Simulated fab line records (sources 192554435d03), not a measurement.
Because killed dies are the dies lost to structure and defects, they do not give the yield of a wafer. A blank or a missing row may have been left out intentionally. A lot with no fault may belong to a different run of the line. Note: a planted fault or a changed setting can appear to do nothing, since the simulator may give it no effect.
Chamber matching :: flow n5Finfet :: aldMetal-03 running N5_BEOL_M6_ALD_77: 4 sister chambers
The step deposits TaN, target thk 2 nm, pulse time 2 s, purge time 3 s. 7 wafers are shown with their chamber, then 9 later ones without.

## EACH WAFER AND ITS CHAMBER
wafer: L076.4
chamber: 2
heaterPowerW (W): 448
precursorVesselPressureTorr (Torr): 26.26

wafer: L086.3
chamber: 0
heaterPowerW (W): 382
precursorVesselPressureTorr (Torr): 26.25

wafer: L084.2
chamber: 0
heaterPowerW (W): 388
precursorVesselPressureTorr (Torr): 26.27

wafer: L084.5
chamber: 3
heaterPowerW (W): 444
precursorVesselPressureTorr (Torr): 26.24

wafer: L087.2
chamber: 3
heaterPowerW (W): 437
precursorVesselPressureTorr (Torr): 26.14

wafer: L087.3
chamber: 1
heaterPowerW (W): 398
precursorVesselPressureTorr (Torr): 26.18

wafer: L087.5
chamber: 1
heaterPowerW (W): 404
precursorVesselPressureTorr (Torr): 26.23

## WAFERS WITHOUT THEIR CHAMBER
wafer: L091.1
heaterPowerW (W): 388
precursorVesselPressureTorr (Torr): 26.24

wafer: L091.2
heaterPowerW (W): 437
precursorVesselPressureTorr (Torr): 26.25

wafer: L091.4
heaterPowerW (W): 449
precursorVesselPressureTorr (Torr): 26.23

wafer: L094.2
heaterPowerW (W): 393
precursorVesselPressureTorr (Torr): 26.30

wafer: L094.3
heaterPowerW (W): 439
precursorVesselPressureTorr (Torr): 26.14

wafer: L094.4
heaterPowerW (W): 379
precursorVesselPressureTorr (Torr): 26.27

wafer: L095.2
heaterPowerW (W): 394
precursorVesselPressureTorr (Torr): 26.33

wafer: L095.3
heaterPowerW (W): 387
precursorVesselPressureTorr (Torr): 26.13

wafer: L095.5
heaterPowerW (W): 447
precursorVesselPressureTorr (Torr): 26.23

## WHICH CHAMBER EACH ONE RAN IN
wafer: L091.1
from the rows above: 0
in truth: 0

wafer: L091.2
from the rows above: can't be placed: 3 or 2
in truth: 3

wafer: L091.4
from the rows above: can't be placed: 2 or 3
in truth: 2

wafer: L094.2
from the rows above: can't be placed: 0 or 1
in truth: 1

wafer: L094.3
from the rows above: 3
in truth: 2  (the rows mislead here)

wafer: L094.4
from the rows above: 0
in truth: 0

wafer: L095.2
from the rows above: can't be placed: 0 or 1
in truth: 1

wafer: L095.3
from the rows above: can't be placed: 0 or 1
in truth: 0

wafer: L095.5
from the rows above: can't be placed: 2 or 3
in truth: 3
2 of 9 placed correctly. Can't be placed from these rows: 6 (the true chamber is among the candidates in 6). Placed wrongly: 1.
How it was worked out, from the rows above alone: a wafer's distance from a chamber is the root of the sum, over the readings, of the square of ((its reading less the chamber's mean) divided by the reading's scatter). The wafer belongs to the nearest chamber; if the next one is less than 2 further off, it can't be placed. A chamber's mean is the mean of its shown wafers. How the scatter is found: for the shown wafers, subtract from each reading the mean of its chamber, square and add these, divide the total by (wafers less chambers), then take the root.
